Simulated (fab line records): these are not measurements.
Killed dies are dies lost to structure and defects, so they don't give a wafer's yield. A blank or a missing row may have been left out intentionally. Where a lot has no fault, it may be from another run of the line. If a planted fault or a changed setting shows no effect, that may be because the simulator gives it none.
The same fault as seen by 2 desks / flow n5_finfet / what lay behind the numbers comes last; until then each desk has only its own

== FOR THE TOOL OWNER'S DESK: ald_sin-01 ==
The tool's own readings at N5_MOL_CONTACT_COAG_ALD_123 (deposits SiNx, target thk 5 nm, pulse time 1 s, purge time 2 s): means of the sampled wafers that have a number, for each lot that ran on this tool. If a lot's mean is further than 4 standard deviations from the usual mean, the lot is out of limits and carries the mark OUT (the distance appears in the brackets).
Columns: A = chamber_pressure_Torr at N5_MOL_CONTACT_COAG_ALD_123, usual 1.999 Torr; B = heater_power_w at N5_MOL_CONTACT_COAG_ALD_123, usual 812 W; C = precursor_pulse_height_rel at N5_MOL_CONTACT_COAG_ALD_123, usual 1.001; D = susceptor_temp_C at N5_MOL_CONTACT_COAG_ALD_123, usual 400.03 C
lot=L657; first seen here=day 5 01:31; A=2.002; B=847; C=0.994; D=399.92
lot=L661; first seen here=day 6 04:02; A=2.002; B=813; C=1.013; D=399.96
lot=L663; first seen here=day 6 14:36; A=2.000; B=748; C=1.019; D=399.97
lot=L664; first seen here=day 6 19:32; A=2.001; B=832; C=1.003; D=400.09
lot=L675; first seen here=day 9 14:58; A=1.995; B=760; C=0.997; D=400.05
lot=L678; first seen here=day 10 08:53; A=1.994; B=734; C=0.990; D=400.23
Finding of this desk: none of the 6 lots has anything out of limits.

== FROM THE METROLOGY DESK ==
What the gauges read, lot by lot, whatever tool the lot ran on: means of the sampled wafers that have a number. If a lot's mean is further than 4 standard deviations from the usual mean, the lot is out of limits and carries the mark OUT (the distance appears in the brackets). It has 10 readings; the 7 that lie furthest out on some lot are the ones shown.
Columns: A = DIBL_N at N5_BEOL_M4_RC_MEAS_101, usual 36.3 mV/V; B = DIBL_P at N5_BEOL_M4_RC_MEAS_101, usual 36.5 mV/V; C = IOFF_N at N5_BEOL_M4_RC_MEAS_101, usual 0.16 nA/um; D = IOFF_P at N5_BEOL_M4_RC_MEAS_101, usual 0.22 nA/um; E = ION_N at N5_BEOL_M4_RC_MEAS_101, usual 675 uA/um; F = ION_P at N5_BEOL_M4_RC_MEAS_101, usual 465 uA/um; G = SS_N at N5_BEOL_M4_RC_MEAS_101, usual 71.5 mV/dec
lot=L657; first seen here=day 8 02:34; A=37.0; B=38.0; C=0.18; D=0.25; E=681; F=471; G=71.7
lot=L661; first seen here=day 8 22:09; A=38.2; B=40.4; C=0.22; D=0.29; E=684; F=472; G=72.7
lot=L663; first seen here=day 9 08:32; A=34.7; B=34.7; C=0.13; D=0.20; E=672; F=466; G=69.8
lot=L664; first seen here=day 9 10:31; A=37.0; B=34.8; C=0.15; D=0.20; E=662; F=460; G=71.9
lot=L671; first seen here=day 13 09:56; A=35.2; B=35.1; C=0.16; D=0.21; E=666; F=460; G=71.8
lot=L679; first seen here=day 14 00:14; A=37.8; B=39.4; C=0.19; D=0.25; E=692; F=475; G=71.8
lot=L673; first seen here=day 14 13:00; A=33.3; B=34.9; C=0.14; D=0.19; E=666; F=460; G=70.9
lot=L678; first seen here=day 14 15:30; A=36.6; B=36.2; C=0.15; D=0.20; E=674; F=459; G=71.5
lot=L675; first seen here=day 14 18:15; A=38.2; B=37.9; C=0.18; D=0.26; E=671; F=461; G=71.9
Finding of this desk: none of the 9 lots has anything out of limits.

== BROUGHT TOGETHER ==
The desk of the tool owner found nothing out of limits.
From the metrology desk's view, nothing was out of limits.

== WHAT HAD BEEN PUT IN BY THE SIMULATOR ==
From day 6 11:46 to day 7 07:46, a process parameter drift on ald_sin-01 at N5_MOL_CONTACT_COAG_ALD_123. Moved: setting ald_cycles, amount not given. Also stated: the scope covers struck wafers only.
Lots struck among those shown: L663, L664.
